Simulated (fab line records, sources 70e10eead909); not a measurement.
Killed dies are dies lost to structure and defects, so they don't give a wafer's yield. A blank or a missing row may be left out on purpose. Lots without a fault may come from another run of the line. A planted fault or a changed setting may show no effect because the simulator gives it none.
A struck lot beside a sound one | flow nand_harc | 14 steps out of a route of 1302
Sound: wafers L414.1, L414.3, L414.6. Struck: wafer L425.5. (L425.4, L425.6 of the same lot were not struck and are left out.) The cause comes at the end.
At each step with rows: each side's tool, then ch and its chambers, then its first start. Under that, the readings that differ: sound wafers | struck wafers | difference of the means | sigmas: that difference in standard deviations of wafers without a fault.
alike: readings whose means differ by less than 2 such deviations, and words and numbers that are the same on both sides. not compared: withheld readings, readings that some wafer has no value for, bounds like >300 that may hide the same value, and numbers for which the record gives no deviation and whose values overlap.
The two part at a step that has a row with sigmas, a row that says differs or no value, or rows on one side only. Numbers that don't overlap but have no deviation are shown without sigmas and don't part them. A reading that every wafer of one side lacks parts them only if that side has two wafers or more.

NHARC_A_BLC_DESCUM_15: chemistry O2, time 3 s.
  sound on rie_diel-13 ch 0,1,2, day 25 21:02; struck on rie_diel-07 ch 3, day 30 01:11
  alike: drypump_motor_current_A, oes_product_au, rf_vpp_V, showerhead_plenum_p_Torr, throttle_valve_pct
  not compared: rf_hours_counter_h
NHARC_A_BLC_ETCH_16: etches the open film in CF4, target depth 39 nm, time 65 s.
  sound on rie_diel-13 ch 0,1,2, day 25 21:08; struck on rie_diel-07 ch 2, day 30 01:16
  reading               | sound             | struck | difference | sigmas
  oes_product_au (a.u.) | 1.001 0.991 0.989 | 1.014  | +0.020     | +2
  alike: drypump_motor_current_A, rf_vpp_V, showerhead_plenum_p_Torr, throttle_valve_pct
  not compared: rf_hours_counter_h
then, 2 steps without rows for these wafers: NHARC_A_BLC_ETCH_17 (etches the open film in N2/H2, target depth 390 nm, time 609.38 s); NHARC_A_BLC_ETCH_18 (etches the open film in C4F8/O2/Ar, target depth 910 nm).
NHARC_A_BLC_CD_MEAS_19:
  sound on cd_sem-01, day 25 22:01; struck on cd_sem-02, day 30 02:09
  alike: cd_nm
then, 1 step without rows for these wafers: NHARC_A_BLC_STRIP_29 (strips in CF4).
NHARC_A_BLC_STRIP_21: strips in O2.
  sound on rie_diel-12 ch 1,3, day 25 22:12; struck on rie_diel-12 ch 1, day 30 02:20
  alike: drypump_motor_current_A, oes_product_au, rf_vpp_V, showerhead_plenum_p_Torr, throttle_valve_pct
  not compared: rf_hours_counter_h
then, 1 step without rows for these wafers: NHARC_A_BLC_STRIP_22 (strips in post etch residue remover, time 600 s).
NHARC_A_BLC_DEGAS_30: time 60 s.
  sound on pvd_sputter-03, day 25 22:38; struck on pvd_sputter-02, day 30 02:44
  alike: heater_power_w
  not compared: susceptor_temp_C
then, 1 step without rows for these wafers: NHARC_A_BLC_PRE_CLEAN_31 (time 15 s).
NHARC_A_BLC_PVD_32: deposits Ti, target thk 5 nm, time 17.7 s.
  sound on pvd_sputter-03; struck on pvd_sputter-02
  alike: throttle_valve_pct
then, 1 step without rows for these wafers: NHARC_A_BLC_ALD_23 (deposits TiN, target thk 3 nm, pulse time 1 s, ald cycles 150).
NHARC_A_BLC_CVD_24: deposits W, target thk 150 nm, time 434 s.
  sound on cvd_w-01 ch 1, day 25 23:08; struck on cvd_w-02 ch 0, day 30 03:20
  alike: heater_power_w, throttle_valve_pct
  not compared: susceptor_temp_C
NHARC_A_BLC_CMP_25: polishes, t overpolish 30 s, target thk 150 nm.
  sound on cmp-04 ch 0,1,3, day 25 23:35; struck on cmp-01 ch 0, day 30 03:46
  reading                | sound          | struck | difference | sigmas
  time_to_endpoint_s (s) | 30.0 28.3 30.2 | 13.8   | -15.7      | -8
  alike: motor_current_A, overpolish_run_s

WHERE THEY PART
First at NHARC_A_BLC_ETCH_16; last, within this record, at NHARC_A_BLC_CMP_25.

WHY: what the simulator had put in
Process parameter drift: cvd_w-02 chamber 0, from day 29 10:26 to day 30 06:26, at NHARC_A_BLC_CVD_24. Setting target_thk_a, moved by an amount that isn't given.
